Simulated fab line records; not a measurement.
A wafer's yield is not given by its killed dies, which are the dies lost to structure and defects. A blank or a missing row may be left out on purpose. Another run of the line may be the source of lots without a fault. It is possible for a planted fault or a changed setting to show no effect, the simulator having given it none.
Which tool is to blame? | flow n5 finfet | 11 lots, 33 wafers sampled, at 2 steps of a route of 1938

WHAT THE GAUGES SHOWED, per wafer
N5_MIM_TOP_LITHO_CD_MEAS_08 targets a cd of 2000 nm.
lot  | measured     | on        | cd nm (nm)
L131 | day 12 00:48 | cd sem-01 | 2000.6 1999.3 2000.6
L134 | day 12 03:49 | cd sem-01 | 2001.9 1999.7 2000.2
L132 | day 12 06:07 | cd sem-01 | 2001.2 2000.7 2001.9
L133 | day 12 06:09 | cd sem-03 | 2001.7 2002.6 2002.0
L136 | day 13 02:37 | cd sem-02 | 1997.7 1997.4 1996.9
L140 | day 13 15:34 | cd sem-02 | 2000.8 2001.8 2001.0
L144 | day 14 23:58 | cd sem-02 | 2003.5 2000.9 2001.7
L147 | day 15 05:59 | cd sem-01 | 2002.0 2001.2 2003.0
L148 | day 15 15:31 | cd sem-02 | 2000.9 1999.4 2000.9
L153 | day 17 10:12 | cd sem-02 | 1999.1 2000.8 1999.1
L154 | day 17 10:22 | cd sem-02 | 2001.4 2002.6 2002.1

WHICH TOOL RAN EACH LOT (tool, then ch and the chambers of the sampled wafers, then the start)
lot  | N5_MIM_BOT_DEGAS_01
L131 | pvd sputter-01, day 11 23:07
L134 | pvd sputter-02, day 12 00:56
L132 | pvd sputter-03, day 12 03:59
L133 | pvd sputter-03, day 12 04:27
L136 | pvd sputter-03, day 13 00:07
L140 | pvd sputter-02, day 13 14:12
L144 | pvd sputter-01, day 14 21:04
L147 | pvd sputter-01, day 15 04:14
L148 | pvd sputter-02, day 15 14:06
L153 | pvd sputter-02, day 17 06:08
L154 | pvd sputter-02, day 17 06:27
- N5_MIM_BOT_DEGAS_01: time 60 s.

AS READ BY THE TOOLS THEMSELVES (means over the sampled wafers that have a number; for cases with no such wafer, the mark the record gives instead)
N5_MIM_BOT_DEGAS_01.
lot  | tool           | heater power w (W)
L131 | pvd sputter-01 | 462
L134 | pvd sputter-02 | 429
L132 | pvd sputter-03 | 464
L133 | pvd sputter-03 | 488
L136 | pvd sputter-03 | 444
L140 | pvd sputter-02 | 507
L144 | pvd sputter-01 | 492
L147 | pvd sputter-01 | 467
L148 | pvd sputter-02 | 442
L153 | pvd sputter-02 | 472
L154 | pvd sputter-02 | 466

THE ANSWER, worked out from the rows above alone
Rule: usual is defined by the lots themselves. The widest of any qualifying gaps counts: lots, ordered by their means at a reading, are off when they make up no more than a third of the lots, leave a main group of 4 or more, and stand apart from it by 3 or more times the standard deviation of that group's means. The tables above print the reading to a certain number of digits; a main group whose means all agree to those digits is not used. Also off: a lot with no number at a reading for which 4 or more lots have one. The other lots that the step has rows for count as sound. The gauges are gone through in route order, then the tools' own readings, and for those a lot's mean is taken as printed above. The first step at which some lot is off is used, and at that step the reading that is off furthest; a lot without a number counts as furthest.
None of the lots is off at any reading shown; this tells nothing.

WHAT THE SIMULATOR PUT IN
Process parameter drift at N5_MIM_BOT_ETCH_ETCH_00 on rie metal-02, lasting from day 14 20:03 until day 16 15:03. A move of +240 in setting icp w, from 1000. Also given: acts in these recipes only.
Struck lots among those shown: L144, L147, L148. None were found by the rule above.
